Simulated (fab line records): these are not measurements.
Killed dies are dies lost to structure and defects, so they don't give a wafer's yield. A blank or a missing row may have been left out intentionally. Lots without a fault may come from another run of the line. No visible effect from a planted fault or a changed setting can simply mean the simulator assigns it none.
Matching of chambers || flow n5_finfet || N5_GATE_CUT_ALD_22 on ald_sin-02: 4 sister chambers
The step deposits SiNx, target thk 16 nm, pulse time 1 s, ald cycles 320. 4 wafers are shown with their chamber, then 9 later ones without.

== EACH WAFER AND ITS CHAMBER ==
{"wafer": "L078.3", "chamber": 2, "heater_power_w (W)": 916}
{"wafer": "L082.2", "chamber": 1, "heater_power_w (W)": 810}
{"wafer": "L082.4", "chamber": 3, "heater_power_w (W)": 874}
{"wafer": "L082.5", "chamber": 0, "heater_power_w (W)": 746}

== WAFERS WHOSE CHAMBER IS MISSING ==
{"wafer": "L087.2", "heater_power_w (W)": 799}
{"wafer": "L087.4", "heater_power_w (W)": 749}
{"wafer": "L087.6", "heater_power_w (W)": 909}
{"wafer": "L088.1", "heater_power_w (W)": 799}
{"wafer": "L088.3", "heater_power_w (W)": 881}
{"wafer": "L088.4", "heater_power_w (W)": 962}
{"wafer": "L096.1", "heater_power_w (W)": 759}
{"wafer": "L096.4", "heater_power_w (W)": 822}
{"wafer": "L096.5", "heater_power_w (W)": 758}

== WHICH CHAMBER EACH ONE RAN IN ==
{"wafer": "L087.2", "from the rows above": 1, "in truth": 1}
{"wafer": "L087.4", "from the rows above": 0, "in truth": 0}
{"wafer": "L087.6", "from the rows above": "can't be placed: 2 or 3", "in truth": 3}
{"wafer": "L088.1", "from the rows above": 1, "in truth": 1}
{"wafer": "L088.3", "from the rows above": "can't be placed: 3 or 2", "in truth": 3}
{"wafer": "L088.4", "from the rows above": 2, "in truth": 2}
{"wafer": "L096.1", "from the rows above": 0, "in truth": 0}
{"wafer": "L096.4", "from the rows above": 1, "in truth": 1}
{"wafer": "L096.5", "from the rows above": 0, "in truth": 0}
Correct placement for 7 of the 9. Unplaceable from these rows: 2, with the true chamber sitting among the candidates in 2. 0 placed wrongly.
How it was worked out, from the rows above alone: a wafer's distance from a chamber is the root of the sum, over the readings, of the square of ((its reading less the chamber's mean) divided by the reading's scatter). The wafer belongs to the nearest chamber; if the next one is less than 2 further off, it can't be placed. A chamber's mean is the mean of its shown wafers. The scatter: with one shown wafer a chamber, the root of the mean of the squares of how far each hidden wafer lies from its nearest shown one.
